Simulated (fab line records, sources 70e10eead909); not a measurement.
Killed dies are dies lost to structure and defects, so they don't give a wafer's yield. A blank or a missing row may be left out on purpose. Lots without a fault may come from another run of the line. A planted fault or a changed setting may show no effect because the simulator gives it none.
fab line records | flow nand_harc
record lots=12 wafers=36 last_day=24
route steps=1159 shown P_GATE@132 END@1159
lots that met no fault: from a run of the same line without faults
start_h: hours from the record's first day to the start of the lot's first wafer shown | wait_h: hours since the lot's step before | " the same as in the row above | L1.1+2: a row that stands for several wafers | - no value, or no start given | * or withheld: withheld | < > ~ a bound
route shown NAME@n: a module of which the file shows steps, and the number in the route of the first | usual: mean/standard deviation of fault-free wafers | same: alike in all rows | chamber/n: place in a boat | sites: the reading at each site | _std_site: their standard deviation | _edge_site: outer sites' mean less inner sites' | radius_mm: how far each site lies from the wafer's centre | mask NAME#n: copy n | behind: the tool/chamber that last shaped the wafer | hold: why the lot was held/for how many hours/how that ended | device: the transistor (n, p or np) that didn't switch | end of line: the same wafers' tests at the end of the route | a step without rows: its recipe alone | killed: dies lost to structure and defects at the first sort, not the wafer's yield | map: a wafer's dies, x killed, . not, _ none there
set.NAME: the setting as run; set.NAME@STEP: as run at that earlier step | model.NAME: the simulator's own value behind a step, which no gauge read
steps of the route over a sample of lots; a table a step, a row a wafer
services: from which hour (start_h, from the record's first day; less than 0 if before it) a tool's chamber was out of use, for how many hours, and why
## steps
# step NHARC_P_GATE_DEP_103
# recipe target_thk_a=300 target_thk_nm=30 temp_c=400 flow_sccm=200 rf_w=350 material=SiON
# usual heater_power_w=729/65
# columns lot.wafer tool chamber start_h wait_h heater_power_w
L280.1 pecvd-03 1 92.16 0.6 719
L280.3 " 2 " " 585
L280.6 " 0 " " 845
L284.1 pecvd-01 2 114.71 1.4 816
L284.4 " 0 " " 698
L284.6 " 0 " " 690
L293.3 pecvd-03 2 166.02 0.5 712
L293.4 " 0 " " 712
L293.5 " 2 " " 709
L294.1 pecvd-03 2 174.33 0.8 681
L294.6 " 0 " " 775
L294.4 " 1 " " 721
L298.1 pecvd-02 0 185.54 0.6 712
L298.4 " 2 " " 750
L298.5 " 0 " " 712
L297.3 pecvd-03 1 186.31 0.5 630
L297.4 " 1 " " 630
L297.5 " 2 " " 693
L296.2 pecvd-01 2 186.33 0.6 689
L296.4 " 1 " " 742
L296.5 " 2 " " 730
L300.2 pecvd-03 1 201.04 0.6 649
L300.3 " 2 " " 732
L300.1 " 0 " " 695
L299.2 pecvd-03 0 201.21 0.7 746
L299.1 " 2 " " 660
L299.5 " 0 " " 754
L301.2 pecvd-03 1 212.46 0.5 767
L301.6 " 0 " " 691
L301.5 " 2 " " 693
L302.1 pecvd-02 1 216.70 0.6 800
L302.3 " 2 " " 809
L302.5 " 2 " " 806
L303.1 pecvd-03 2 232.30 0.6 607
L303.6 " 0 " " 766
L303.5 " 2 " " 639
# step NHARC_P_GATE_DESCUM_48
# recipe time_s=3 o2_flow_sccm=200 ar_flow_sccm=0 bias_power_w=0 chemistry=O2
# usual drypump_motor_current_A=5.8/0.5 mfc_ar_sccm=0.013/0.014 oes_product_au=0.998/0.0096 rf_vpp_V=57.9/0.89 showerhead_plenum_p_Torr=1.95/0.075 throttle_valve_pct=11.311/0.0097
# same time_s=3
# columns lot.wafer tool chamber start_h wait_h drypump_motor_current_A mfc_ar_sccm oes_product_au rf_hours_counter_h rf_vpp_V showerhead_plenum_p_Torr throttle_valve_pct
L280.1 rie_diel-05 0 105.11 - 5.6 0 0.998 40 57.1 1.85 11.296
L280.3 " 2 " " 5.5 0 0.994 34 58.0 1.96 11.313
L280.6 " 0 " " 5.6 0 1.012 - 58.5 1.85 11.312
L284.4 rie_diel-07 3 127.57 - 5.0 0.016 0.985 9 58.2 2.05 11.305
L284.1 " 0 " " 6.0 0.036 1.001 9 56.8 1.91 11.330
L284.6 " 1 " " 6.1 0.014 1.007 - 57.7 1.99 11.296
L293.4 rie_diel-07 0 179.20 - 6.0 0.036 1.005 21 56.9 1.90 11.321
L293.3 " 1 " " 6.1 0.014 1.017 17 58.5 1.98 11.301
L293.5 " 2 " " 6.8 0 1.012 - 58.9 2.01 11.311
L294.4 rie_diel-05 0 187.30 - 5.6 0 0.978 5 57.3 1.84 11.303
L294.1 " 1 " " 5.7 0.034 1.022 5 57.5 1.97 11.307
L294.6 " 0 " " 5.6 0 0.992 - 58.2 1.84 11.306
L298.1 rie_diel-05 3 198.33 - 5.5 0.030 0.992 13 58.5 2.00 11.322
L298.4 " 0 " " 5.6 0 0.986 11 57.6 1.84 11.306
L298.5 " 2 " " 5.5 0 0.994 - 58.6 1.95 11.310
L296.2 rie_diel-07 2 199.07 - 6.8 0 0.999 30 59.7 2.01 11.320
L296.4 " 3 " " 5.1 0.016 0.984 24 58.0 2.05 11.320
L296.5 " 3 " " 5.0 0.016 0.978 - 59.0 2.05 11.317
L297.4 rie_diel-11 0 199.37 - 6.1 0 1.007 0 56.8 1.83 11.322
L297.3 " 1 " " 5.6 0.010 1.001 0 57.7 1.81 11.305
L297.5 " 0 " " 6.1 0 1.019 - 58.4 1.83 11.296
L300.3 rie_diel-07 3 214.01 - 5.0 0.016 0.993 26 59.3 2.05 11.305
L300.2 " 0 " " 6.0 0.036 1.000 24 57.9 1.90 11.326
L300.1 " 1 " " 6.1 0.014 1.005 26 57.6 1.98 11.319
L299.2 rie_diel-05 1 214.30 - 5.7 0.034 0.999 16 57.1 1.96 11.320
L299.1 " 2 " " 5.5 0 1.004 19 57.2 1.95 11.317
L299.5 " 0 " " 5.6 0 0.986 - 57.4 1.84 11.300
L301.2 rie_diel-07 1 225.02 - 6.1 0.014 1.006 27 57.6 1.98 11.307
L301.6 " 2 " " 6.8 0 1.009 - 56.8 2.00 11.300
L301.5 " 3 " " 5.0 0.016 0.981 - 59.4 2.05 11.316
L302.1 rie_diel-05 0 229.52 - 5.6 0 0.989 18 57.4 1.84 11.307
L302.3 " 2 " " 5.5 0 1.003 22 58.4 1.95 11.311
L302.5 " 0 " " 5.6 0 0.985 - 57.2 1.84 11.298
L303.1 rie_diel-05 0 246.69 - 5.6 0 0.986 26 58.0 1.84 11.304
L303.6 " 0 " " 5.6 0 0.986 - 57.4 1.84 11.307
L303.5 " 1 " " 5.7 0.034 1.003 - 57.6 1.96 11.306
# step NHARC_P_GATE_EXPOSE_56
# recipe na=0.6 target_cd_nm=720 dose_mj=14.81 mask_id=P_PSD
# usual exposure_dose_mJ_cm2=14.815/0.015
# columns lot.wafer tool chamber start_h wait_h mask exposure_dose_mJ_cm2
L280.1 krf_scanner-03 0 106.79 - P_PSD#0 14.836
L280.3 " 0 " " P_PSD#0 14.860
L280.6 " 0 " " P_PSD#0 14.812
L284.1 krf_scanner-03 0 128.86 - P_PSD_R1#0 14.834
L284.4 " 0 " " P_PSD_R1#0 14.795
L284.6 " 0 " " P_PSD_R1#0 14.808
L293.3 krf_scanner-04 0 180.62 - P_PSD#0 14.821
L293.4 " 0 " " P_PSD#0 14.821
L293.5 " 0 " " P_PSD#0 14.819
L294.1 krf_scanner-02 0 189.77 - P_PSD#0 14.809
L294.4 " 0 " " P_PSD#0 14.798
L294.6 " 0 " " P_PSD#0 14.814
L298.1 krf_scanner-02 0 200.18 - P_PSD#0 14.834
L298.4 " 0 " " P_PSD#0 14.821
L298.5 " 0 " " P_PSD#0 14.818
L296.2 krf_scanner-04 0 201.37 - P_PSD#0 14.796
L296.4 " 0 " " P_PSD#0 14.801
L296.5 " 0 " " P_PSD#0 14.791
L297.3 krf_scanner-02 0 201.74 - P_PSD#0 14.825
L297.4 " 0 " " P_PSD#0 14.823
L297.5 " 0 " " P_PSD#0 14.843
L300.1 krf_scanner-04 0 215.44 - P_PSD#0 14.801
L300.2 " 0 " " P_PSD#0 14.817
L300.3 " 0 " " P_PSD#0 14.799
L299.1 krf_scanner-02 0 215.72 - P_PSD#0 14.822
L299.2 " 0 " " P_PSD#0 14.810
L299.5 " 0 " " P_PSD#0 14.802
L301.2 krf_scanner-03 0 226.42 - P_PSD#0 14.794
L301.5 " 0 " " P_PSD#0 14.796
L301.6 " 0 " " P_PSD#0 14.809
L302.1 krf_scanner-02 0 230.99 - P_PSD#0 14.828
L302.3 " 0 " " P_PSD#0 14.819
L302.5 " 0 " " P_PSD#0 14.817
L303.1 krf_scanner-04 0 248.15 - P_PSD#0 14.828
L303.5 " 0 " " P_PSD#0 14.816
L303.6 " 0 " " P_PSD#0 14.810
# step NHARC_P_GATE_CD_MEAS_59
# recipe target_cd_nm=720 landing_energy_ev=500
# usual cd_nm=720.0/1.9
# columns lot.wafer tool chamber start_h wait_h cd_nm
L280.1 cd_sem-03 0 106.96 - 719.6
L280.3 " 0 " " 720.3
L280.6 " 0 " " 718.2
L284.1 cd_sem-02 0 129.02 - 758.1
L284.4 " 0 " " 760.0
L284.6 " 0 " " 760.9
L293.3 cd_sem-03 0 180.77 - 720.5
L293.4 " 0 " " 722.8
L293.5 " 0 " " 723.8
L294.1 cd_sem-01 0 189.92 - 721.4
L294.4 " 0 " " 718.6
L294.6 " 0 " " 719.0
L298.1 cd_sem-02 0 200.34 - 721.8
L298.4 " 0 " " 720.4
L298.5 " 0 " " 721.9
L296.2 cd_sem-02 0 201.52 - 716.1
L296.4 " 0 " " 716.2
L296.5 " 0 " " 718.5
L297.3 cd_sem-01 0 201.89 - 720.5
L297.4 " 0 " " 719.4
L297.5 " 0 " " 720.5
L300.1 cd_sem-02 0 215.59 - 718.4
L300.2 " 0 " " 718.4
L300.3 " 0 " " 720.3
L299.1 cd_sem-02 0 215.88 - 719.1
L299.2 " 0 " " 720.4
L299.5 " 0 " " 715.7
L301.2 cd_sem-01 0 226.58 - 720.3
L301.5 " 0 " " 718.8
L301.6 " 0 " " 719.6
L302.1 cd_sem-02 0 231.16 - 718.9
L302.3 " 0 " " 714.9
L302.5 " 0 " " 717.2
L303.1 cd_sem-01 0 248.31 - 722.0
L303.5 " 0 " " 715.8
L303.6 " 0 " " 718.3
# step NHARC_P_GATE_CD_MEAS_91
# recipe target_cd_nm=2000 landing_energy_ev=500
# usual cd_nm=2001.1/1.9
# columns lot.wafer tool chamber start_h wait_h cd_nm
L280.1 cd_sem-02 0 108.99 - 2002.3
L280.3 " 0 " " 2002.9
L280.6 " 0 " " 2003.2
L284.1 cd_sem-01 0 130.78 - 2001.2
L284.4 " 0 " " 2000.4
L284.6 " 0 " " 2001.2
L293.3 cd_sem-03 0 182.36 - 2000.7
L293.4 " 0 " " 2002.9
L293.5 " 0 " " 2000.7
L294.1 cd_sem-02 0 192.36 - 2001.6
L294.4 " 0 " " 2005.0
L294.6 " 0 " " 2003.4
L298.1 cd_sem-01 0 203.07 - 2001.2
L298.4 " 0 " " 1997.9
L298.5 " 0 " " 2003.0
L296.2 cd_sem-03 0 203.78 - 2001.2
L296.4 " 0 " " 2002.9
L296.5 " 0 " " 2000.8
L297.3 cd_sem-03 0 204.10 - 2001.2
L297.4 " 0 " " 2002.8
L297.5 " 0 " " 2001.5
L300.1 cd_sem-03 0 217.46 - 1999.9
L300.2 " 0 " " 2000.8
L300.3 " 0 " " 2002.7
L299.1 cd_sem-01 0 217.93 - 1999.9
L299.2 " 0 " " 1997.5
L299.5 " 0 " " 2001.9
L301.2 cd_sem-02 0 228.17 - 2003.1
L301.5 " 0 " " 2004.0
L301.6 " 0 " " 2001.5
L302.1 cd_sem-02 0 235.69 - 1999.9
L302.3 " 0 " " 1999.3
L302.5 " 0 " " 2002.5
L303.1 cd_sem-02 0 249.90 - 2000.0
L303.5 " 0 " " 1997.4
L303.6 " 0 " " 1997.9
# step NHARC_END_SORT_01
# recipe temp_c=25
# usual killed_at_array=29/11 killed_at_other=0.7/1.1 killed_at_periphery=3.1/2 killed_dies=33/11 killed_open=3.5/1.8 killed_short=2.0/1.4
# same gross_dies=677
# columns lot.wafer tool chamber start_h wait_h killed_at_array killed_at_other killed_at_periphery killed_dies killed_open killed_short
L293.3 prober-02 0 519.80 3.1 28 0 2 30 3 3
L293.4 prober-02 0 520.60 3.4 34 0 1 35 3 5
L293.5 prober-02 0 521.41 3.7 39 1 0 40 2 4
L294.1 prober-01 0 528.44 2.5 39 3 0 42 4 2
L294.4 prober-01 0 530.86 3.4 41 3 2 46 3 2
L294.6 prober-01 0 532.47 4.0 37 2 2 41 8 2
L296.2 prober-01 0 547.38 2.8 59 0 4 63 2 1
L296.4 prober-01 0 548.99 3.4 57 0 6 63 5 1
L296.5 prober-01 0 549.80 3.7 41 0 5 46 1 2
L301.2 prober-02 0 554.59 2.8 21 2 2 25 4 2
L301.5 prober-02 0 556.96 3.7 18 0 4 22 4 0
L301.6 prober-02 0 557.74 3.9 29 1 4 34 4 2
L297.3 prober-01 0 556.05 3.1 49 0 5 54 2 2
L297.4 prober-01 0 556.85 3.4 54 0 1 55 3 2
L297.5 prober-01 0 557.65 3.7 40 4 2 46 3 2
L298.1 prober-02 0 561.53 2.5 19 2 2 23 5 3
L298.4 prober-02 0 563.93 3.4 8 0 0 8 1 1
L298.5 prober-02 0 564.73 3.7 15 1 2 18 1 1
L300.1 prober-01 0 562.23 2.5 40 2 0 42 0 3
L300.2 prober-01 0 563.03 2.8 37 1 2 40 6 2
L300.3 prober-01 0 563.84 3.1 47 2 0 49 5 1
L299.1 prober-02 0 569.31 2.5 33 1 3 37 6 2
L299.2 prober-02 0 570.11 2.8 32 1 2 35 3 1
L299.5 prober-02 0 572.53 3.7 48 1 3 52 2 4
# killed by level:class
L293.3 A_SLIT:chamber_film_flake=12 A_CHANNEL_HOLE_D1:chamber_film_flake=4 A_STAIRCASE:chamber_film_flake=4 A_SGD_CUT:geometric_particle:short=2 A_CONTACT:chamber_film_flake=2 P_CONTACT:geometric_particle:open=1 A_CHANNEL_HOLE_D1:geometric_particle:open=1 A_CHANNEL_FILL_D1:geometric_particle:short=1
L293.4 A_SLIT:chamber_film_flake=13 A_STAIRCASE:chamber_film_flake=8 A_CHANNEL_HOLE_D1:chamber_film_flake=3 A_WL_FILL:chamber_film_flake=2 P_CONTACT:geometric_particle:open=1 A_ONON_D1:geometric_particle:short=1 A_ONON_D1:geometric_particle:open=1 A_SGD_CUT:geometric_particle:short=1
L293.5 A_SLIT:chamber_film_flake=18 A_STAIRCASE:chamber_film_flake=8 A_CHANNEL_HOLE_D1:chamber_film_flake=6 A_CHANNEL_FILL_D1:geometric_particle:short=2 A_SGD_CUT:geometric_particle:short=2 A_CHANNEL_HOLE_D1:geometric_particle:open=1 A_SGD_CUT:geometric_particle:open=1 A_CONTACT:chamber_film_flake=1
L294.1 A_CHANNEL_HOLE_D1:chamber_film_flake=20 A_STAIRCASE:chamber_film_flake=8 A_CONTACT:chamber_film_flake=3 THIN_TSV:chamber_film_flake=3 A_ZERO_WELL:chamber_film_flake=2 A_SOURCE_PLATE:geometric_particle:short=1 A_ONON_D1:geometric_particle:short=1 A_ONON_D1:geometric_particle:open=1
L294.4 A_CHANNEL_HOLE_D1:chamber_film_flake=25 A_STAIRCASE:chamber_film_flake=7 A_CONTACT:chamber_film_flake=4 THIN_TSV:chamber_film_flake=3 P_M0:geometric_particle:open=1 A_SOURCE_PLATE:geometric_particle:short=1 A_CHANNEL_FILL_D1:geometric_particle:short=1 A_WL_FILL:geometric_particle:open=1
L294.6 A_CHANNEL_HOLE_D1:chamber_film_flake=18 A_CONTACT:chamber_film_flake=6 A_STAIRCASE:chamber_film_flake=5 A_CONTACT:geometric_particle:open=3 P_CONTACT:geometric_particle:open=2 A_SOURCE_PLATE:geometric_particle:short=1 A_CHANNEL_HOLE_D1:geometric_particle:open=1 A_CHANNEL_HOLE_D1:geometric_particle:short=1
L296.2 A_CHANNEL_HOLE_D1:chamber_film_flake=25 A_STAIRCASE:chamber_film_flake=15 A_SLIT:chamber_film_flake=12 P_GATE:chamber_film_flake=2 A_WL_FILL:geometric_particle:short=1 A_CONTACT:geometric_particle:open=1 A_BLC:geometric_particle:open=1 P_STI:chamber_film_flake=1
L296.4 A_CHANNEL_HOLE_D1:chamber_film_flake=23 A_SLIT:chamber_film_flake=15 A_STAIRCASE:chamber_film_flake=9 A_CHANNEL_FILL_D1:geometric_particle:open=3 A_CONTACT:chamber_film_flake=3 P_STI:chamber_film_flake=2 P_M1:chamber_film_flake=2 P_M0:geometric_particle:open=1
L296.5 A_CHANNEL_HOLE_D1:chamber_film_flake=12 A_SLIT:chamber_film_flake=12 A_STAIRCASE:chamber_film_flake=8 P_STI:chamber_film_flake=3 A_CONTACT:chamber_film_flake=2 A_WL_FILL:geometric_particle:short=1 A_M0:geometric_particle:short=1 A_M0:geometric_particle:open=1
L301.2 A_CHANNEL_HOLE_D1:chamber_film_flake=6 A_CONTACT:chamber_film_flake=6 A_STAIRCASE:chamber_film_flake=4 A_CHANNEL_FILL_D1:geometric_particle:short=2 THIN_TSV:chamber_film_flake=2 P_CONTACT:geometric_particle:open=1 A_CHANNEL_FILL_D1:geometric_particle:open=1 A_WL_FILL:geometric_particle:open=1
L297.3 A_CHANNEL_HOLE_D1:chamber_film_flake=22 A_SLIT:chamber_film_flake=15 A_STAIRCASE:chamber_film_flake=5 A_CONTACT:chamber_film_flake=5 P_GATE:chamber_film_flake=3 P_M0:geometric_particle:short=1 P_BONDPAD:geometric_particle:open=1 A_CHANNEL_FILL_D1:geometric_particle:short=1
L297.4 A_CHANNEL_HOLE_D1:chamber_film_flake=25 A_SLIT:chamber_film_flake=13 A_CONTACT:chamber_film_flake=6 A_M0:geometric_particle:short=2 A_STAIRCASE:chamber_film_flake=2 A_WL_FILL:chamber_film_flake=2 A_ONON_D1:geometric_particle:open=1 A_WL_FILL:geometric_particle:open=1
L301.5 A_STAIRCASE:chamber_film_flake=9 A_CHANNEL_HOLE_D1:chamber_film_flake=4 P_GATE:chamber_film_flake=2 A_CONTACT:chamber_film_flake=2 P_M0:geometric_particle:open=1 A_BLC:geometric_particle:open=1 A_M0:geometric_particle:open=1 A_BONDPAD:geometric_particle:open=1
L297.5 A_CHANNEL_HOLE_D1:chamber_film_flake=21 A_SLIT:chamber_film_flake=10 A_STAIRCASE:chamber_film_flake=4 THIN_TSV:chamber_film_flake=3 A_CONTACT:geometric_particle:open=2 P_GATE:chamber_film_flake=2 A_ONON_D1:geometric_particle:open=1 A_CONTACT:geometric_particle:short=1
L301.6 A_CHANNEL_HOLE_D1:chamber_film_flake=9 A_STAIRCASE:chamber_film_flake=7 A_CONTACT:chamber_film_flake=4 A_CHANNEL_FILL_D1:geometric_particle:open=2 A_CHANNEL_FILL_D1:chamber_film_flake=2 THIN_TSV:chamber_film_flake=1 P_M1:geometric_particle:open=1 A_SOURCE_PLATE:geometric_particle:short=1
L298.1 A_CHANNEL_HOLE_D1:chamber_film_flake=6 A_STAIRCASE:chamber_film_flake=5 A_CHANNEL_FILL_D1:geometric_particle:open=3 A_M0:geometric_particle:short=2 THIN_TSV:chamber_film_flake=2 P_GATE:geometric_particle:open=1 A_ONON_D1:geometric_particle:open=1 A_ONON_D1:geometric_particle:short=1
L300.1 A_CHANNEL_HOLE_D1:chamber_film_flake=25 A_CONTACT:chamber_film_flake=7 A_STAIRCASE:chamber_film_flake=5 A_ONON_D1:geometric_particle:short=1 A_SLIT:geometric_particle:short=1 STARTING-WAFER:geometric_particle:short=1 A_SLIT:chamber_film_flake=1 THIN_TSV:chamber_film_flake=1
L300.2 A_CHANNEL_HOLE_D1:chamber_film_flake=25 A_CONTACT:chamber_film_flake=4 A_M1:geometric_particle:open=2 P_GATE:geometric_particle:open=1 A_CHANNEL_FILL_D1:geometric_particle:open=1 A_CHANNEL_FILL_D1:geometric_particle:short=1 A_SGD_CUT:geometric_particle:short=1 A_SGD_CUT:geometric_particle:open=1
L300.3 A_CHANNEL_HOLE_D1:chamber_film_flake=31 A_CONTACT:chamber_film_flake=6 A_STAIRCASE:chamber_film_flake=2 A_SLIT:chamber_film_flake=2 A_ONON_D1:geometric_particle:open=1 A_CHANNEL_FILL_D1:geometric_particle:open=1 A_CHANNEL_FILL_D1:geometric_particle:short=1 A_SGD_CUT:geometric_particle:open=1
L298.4 A_CHANNEL_HOLE_D1:chamber_film_flake=3 A_STAIRCASE:chamber_film_flake=3 A_CHANNEL_FILL_D1:geometric_particle:open=1 A_CONTACT:geometric_particle:short=1
L298.5 A_CHANNEL_HOLE_D1:chamber_film_flake=10 P_GATE:chamber_film_flake=2 A_STAIRCASE:chamber_film_flake=2 A_BLC:geometric_particle:open=1 A_M0:geometric_particle:short=1 A_ZERO_WELL:chamber_film_flake=1 THIN_TSV:chamber_film_flake=1
L299.1 A_SLIT:chamber_film_flake=13 A_CHANNEL_HOLE_D1:chamber_film_flake=8 A_CONTACT:geometric_particle:open=2 A_M0:geometric_particle:open=2 A_ZERO_WELL:chamber_film_flake=2 A_CONTACT:chamber_film_flake=2 P_M0:geometric_particle:open=1 A_SGD_CUT:geometric_particle:open=1
L299.2 A_SLIT:chamber_film_flake=18 A_CHANNEL_HOLE_D1:chamber_film_flake=8 A_CONTACT:chamber_film_flake=2 P_M0:geometric_particle:open=1 A_ONON_D1:geometric_particle:open=1 A_CONTACT:geometric_particle:short=1 P_STI:chamber_film_flake=1 STARTING-WAFER:geometric_particle:open=1
L299.5 A_SLIT:chamber_film_flake=22 A_CHANNEL_HOLE_D1:chamber_film_flake=10 A_ZERO_WELL:chamber_film_flake=5 P_M1:chamber_film_flake=2 A_WL_FILL:chamber_film_flake=2 A_CONTACT:chamber_film_flake=2 A_ONON_D1:geometric_particle:short=1 A_CHANNEL_HOLE_D1:geometric_particle:open=1
## services
# columns tool chamber start_h hours kind
pecvd-03 2 70.82 3.5 repair
rie_diel-05 3 81.26 9.8 repair
pecvd-02 - 91.28 0.5 repair
pecvd-02 0 104.66 5.0 repair
pecvd-03 - 111.00 13.0 pm
pecvd-01 1 113.72 6.4 repair
rie_diel-05 3 125.60 10.1 repair
krf_scanner-04 - 126.00 4.0 pm
pecvd-02 - 153.56 13.0 pm
rie_diel-05 - 163.70 9.0 pm
rie_diel-07 1 164.41 13.7 repair
krf_scanner-03 - 168.00 4.0 pm
rie_diel-07 3 168.86 7.2 repair
krf_scanner-04 - 181.23 1.8 repair
rie_diel-07 0 182.79 13.6 repair
krf_scanner-04 - 207.07 0.4 repair
krf_scanner-02 - 210.00 4.0 pm
krf_scanner-04 - 211.27 0.3 repair
pecvd-01 0 215.17 22.3 repair
rie_diel-05 1 223.34 2.1 repair
krf_scanner-03 - 226.73 5.0 repair
rie_diel-07 - 228.52 9.0 pm
pecvd-03 0 245.96 2.9 repair
rie_diel-07 - 246.38 1.0 repair
## key
first_sign step=NHARC_P_GATE_EXPOSE_56 reading=mask direction=changed
effect step=NHARC_P_GATE_CD_MEAS_59 reading=cd_nm direction=up sigmas=21 usual=720.0 struck=759.6
met_at NHARC_P_GATE_EXPOSE_56
struck_lots L284
tester_left_out L284
not_acting_at NHARC_P_GATE_DEP_103,NHARC_P_GATE_DESCUM_48,NHARC_P_GATE_CD_MEAS_91
onset_between 106.79 128.86
fault kind=wrong_mask tool=any chamber=- onset_h=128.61 steps=NHARC_P_GATE_EXPOSE_56 aux_copy=P_PSD_R1#0 cd_offset_nm=40.336 scope=struck_lots_only
# tester_left_out: of these lots the tester's yield and bins aren't shown, on N5 and GAA mostly nor the transistor test; their killed dies are dies lost to structure and defects alone, not to doping, threshold or leakage, so they don't give the yield
